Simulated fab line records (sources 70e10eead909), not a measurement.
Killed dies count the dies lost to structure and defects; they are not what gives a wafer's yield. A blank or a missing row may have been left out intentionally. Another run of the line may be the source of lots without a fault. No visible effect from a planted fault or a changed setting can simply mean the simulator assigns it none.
Struck lot and sound lot, side by side    flow nand_harc    41 out of 1302 route steps
Sound: these wafers, L328.3, L328.5, L328.6. Wafers L341.1, L341.4, L341.6 were the ones struck. At the end, the cause is stated.
At each step with rows: each side's tool, then ch and its chambers, then its first start. Under that, the readings that differ: sound wafers    struck wafers    difference of the means    sigmas: that difference in standard deviations of wafers without a fault.
alike: words and numbers the same on both sides, and readings whose means are apart by under 2 such deviations; not compared: readings that were withheld, readings missing a value for some wafer, numbers with overlapping values and no deviation given by the record, and bounds like >300 which may hide the same value.
A row with sigmas, a row that says differs or no value, or rows on one side alone: a step with any of these is where the two part. Non-overlapping numbers with no deviation appear without sigmas and do not part them. A reading that every wafer of one side lacks parts them only if that side has two wafers or more.

first, 9 steps without rows for these wafers: NHARC_A_CHANNEL_FILL_D2_ALD_02 (deposits SiO2, target thk 6 nm, pulse time 10 s, ald cycles 60); NHARC_A_CHANNEL_FILL_D2_ALD_03 (deposits SiNx, target thk 6 nm, pulse time 60 s, ald cycles 58); NHARC_A_CHANNEL_FILL_D2_ALD_14 (deposits SiO2, target thk 2.5 nm, pulse time 10 s, ald cycles 25); NHARC_A_CHANNEL_FILL_D2_ALD_15 (deposits SiNx, target thk 2 nm, pulse time 60 s, ald cycles 19); NHARC_A_CHANNEL_FILL_D2_ALD_16 (deposits SiO2, target thk 1.5 nm, pulse time 10 s, ald cycles 15); NHARC_A_CHANNEL_FILL_D2_ANNEAL_17 (time 1800 s); NHARC_A_CHANNEL_FILL_D2_CVD_18 (deposits poly-Si, target thk 3 nm); NHARC_A_CHANNEL_FILL_D2_ETCHBACK_19 (etches the open film in HBr/Cl2, target depth 5 nm, time 1.7 s); NHARC_A_CHANNEL_FILL_D2_ETCHBACK_20 (etches the open film in C4F8/O2/Ar, target depth 27 nm, time 13.5 s).
NHARC_A_CHANNEL_FILL_D2_STRIP_28: strips in O2, time 20 s.
  sound on rie_diel-02 ch 0,1,3, day 16 15:50; struck on rie_diel-02 ch 0,1, day 21 15:58
  alike: drypump_motor_current_A, oes_product_au, rf_vpp_V, showerhead_plenum_p_Torr, throttle_valve_pct
  not compared: rf_hours_counter_h
then, 2 steps without rows for these wafers: NHARC_A_CHANNEL_FILL_D2_PRECLEAN_21 (cleans in dHF, time 30 s); NHARC_A_CHANNEL_FILL_D2_SRD_23.
NHARC_A_CHANNEL_FILL_D2_CVD_05: deposits poly-Si, target thk 5 nm.
  sound on lpcvd_poly-02 ch 0, day 16 18:13; struck on lpcvd_poly-03 ch 0, day 21 18:26
then, 1 step without rows for these wafers: NHARC_A_CHANNEL_FILL_D2_ANNEAL_22 (time 7200 s).
NHARC_A_CHANNEL_FILL_D2_THK_MEAS_06: measures by ellipsometry.
  sound on film_metro-01, day 17 02:58; struck on film_metro-01, day 22 03:46
reading      sound        struck       difference  sigmas
thk_nm (nm)  4.3 3.5 5.4  6.9 6.1 7.8  +2.5        +3
then, 6 steps without rows for these wafers: NHARC_A_CHANNEL_FILL_D2_ALD_25 (deposits SiOx, target thk 60 nm, pulse time 10 s, ald cycles 600); NHARC_A_CHANNEL_FILL_D2_ETCHBACK_08 (etches the open film in C4F8, target depth 220 nm, time 110 s); NHARC_A_CHANNEL_FILL_D2_STRIP_29 (strips in O2, time 20 s); NHARC_A_CHANNEL_FILL_D2_PRECLEAN_30 (cleans in dHF, time 30 s); NHARC_A_CHANNEL_FILL_D2_SRD_31; NHARC_A_CHANNEL_FILL_D2_CVD_09 (deposits poly-Si, target thk 150 nm, time 3000 s).
NHARC_A_CHANNEL_FILL_D2_CMP_10: polishes, target thk 150 nm.
  sound on cmp-02 ch 1,2,3, day 17 14:32; struck on cmp-01 ch 0,2,3, day 22 15:19
  alike: edge_zone_pressure_frac, motor_current_A, slurry_flow_ml_min, time_to_endpoint_s
next, for these wafers, 1 step has no rows: NHARC_A_CHANNEL_FILL_D2_SRD_12.
NHARC_A_CHANNEL_FILL_D2_RTA_24: time 5 s.
  sound on rtp_anneal-01 ch 0, day 17 14:58; struck on rtp_anneal-02 ch 0, day 22 15:41
  alike: lamp_power_pct, lamp_zone_1_pct, wafer_temp_C_max
NHARC_A_CHANNEL_FILL_D2_INSPECT_13:
  sound on defect_inspect-02, day 17 15:06; struck on defect_inspect-02, day 22 15:53
  alike: raw_defect_count
NHARC_A_STAIRCASE_DEP_156: deposits SiNx, target thk 50 nm.
  sound on pecvd-02 ch 0,1, day 17 15:10; struck on pecvd-04 ch 0,1,2, day 22 15:59
  alike: heater_power_w
then, 9 steps without rows for these wafers: NHARC_A_STAIRCASE_DEHYDRATE_158 (time 120 s); NHARC_A_STAIRCASE_HMDS_159 (time 30 s); NHARC_A_STAIRCASE_COAT_160; NHARC_A_STAIRCASE_SOFTBAKE_161 (time 170 s); NHARC_A_STAIRCASE_EBR_162; NHARC_A_STAIRCASE_EXPOSE_163 (exposes mask STAIR OPEN); NHARC_A_STAIRCASE_PEB_164 (peb time 130 s); NHARC_A_STAIRCASE_DEVELOP_165 (time 140 s); NHARC_A_STAIRCASE_HARDBAKE_167 (time 140 s).
NHARC_A_STAIRCASE_DESCUM_168: chemistry O2, time 3 s.
  sound on rie_diel-01 ch 0,2,3, day 17 18:09; struck on rie_diel-04 ch 0,1,3, day 22 17:00
  alike: drypump_motor_current_A, oes_product_au, rf_vpp_V, showerhead_plenum_p_Torr, throttle_valve_pct
  not compared: rf_hours_counter_h
then, 3 steps without rows for these wafers: NHARC_A_STAIRCASE_ETCH_169 (etches the open film in CH3F/O2, target depth 50 nm, time 107.1 s); NHARC_A_STAIRCASE_ETCH_170 (etches the open film in C4F6/O2, target depth 200 nm, time 66.667 s); NHARC_A_STAIRCASE_STRIP_171 (strips in O2).
-- record jumps: 10 days between struck wafers' starts before vs after; left off in module A_STAIRCASE, resumes in module END, first step shown is number 1301 of the route --
NHARC_END_WLT_00:
  sound on prober-01, day 26 19:07; struck on prober-01, day 32 11:55
reading                            sound              struck             difference  sigmas
VT_DECK1_MEDIAN_NEAR_BOTTOM        0.889 0.881 0.881  0.870 0.868 0.855  -0.019      -3
VT_DECK2_BOTTOM                    0.872 0.878 0.879  0.938 0.942 0.947  +0.066      +8
VT_DECK2_BOTTOM_INNER              0.873 0.879 0.881  0.941 0.947 0.943  +0.066      +8
VT_DECK2_MEDIAN_NEAR_BOTTOM        0.870 0.876 0.878  0.956 0.943 0.949  +0.075      +10
VT_DECK2_MEDIAN_NEAR_BOTTOM_INNER  0.875 0.870 0.882  0.953 0.944 0.954  +0.075      +9
VT_DECK2_MIDDLE                    0.900 0.876 0.900  0.956 0.955 0.963  +0.066      +8
VT_DECK2_MIDDLE_INNER              0.885 0.892 0.896  0.954 0.963 0.954  +0.066      +9
VT_DECK2_TOP                       0.912 0.903 0.902  0.977 0.964 0.983  +0.069      +9
VT_DECK2_TOP_INNER                 0.902 0.899 0.905  0.975 0.980 0.982  +0.077      +10
  alike: VT_DECK1_BOTTOM, VT_DECK1_BOTTOM_INNER, VT_DECK1_MEDIAN_NEAR_BOTTOM_INNER, VT_DECK1_MIDDLE, VT_DECK1_MIDDLE_INNER, VT_DECK1_TOP, VT_DECK1_TOP_INNER
NHARC_END_SORT_01:
  only the struck wafers appear in the record here, on prober-01 ch 0 at day 32 14:53; the sound ones have no rows

WHERE THEY PART
At NHARC_A_CHANNEL_FILL_D2_THK_MEAS_06 first; at NHARC_END_SORT_01 last (within this record only).

WHY: the cause the simulator had injected
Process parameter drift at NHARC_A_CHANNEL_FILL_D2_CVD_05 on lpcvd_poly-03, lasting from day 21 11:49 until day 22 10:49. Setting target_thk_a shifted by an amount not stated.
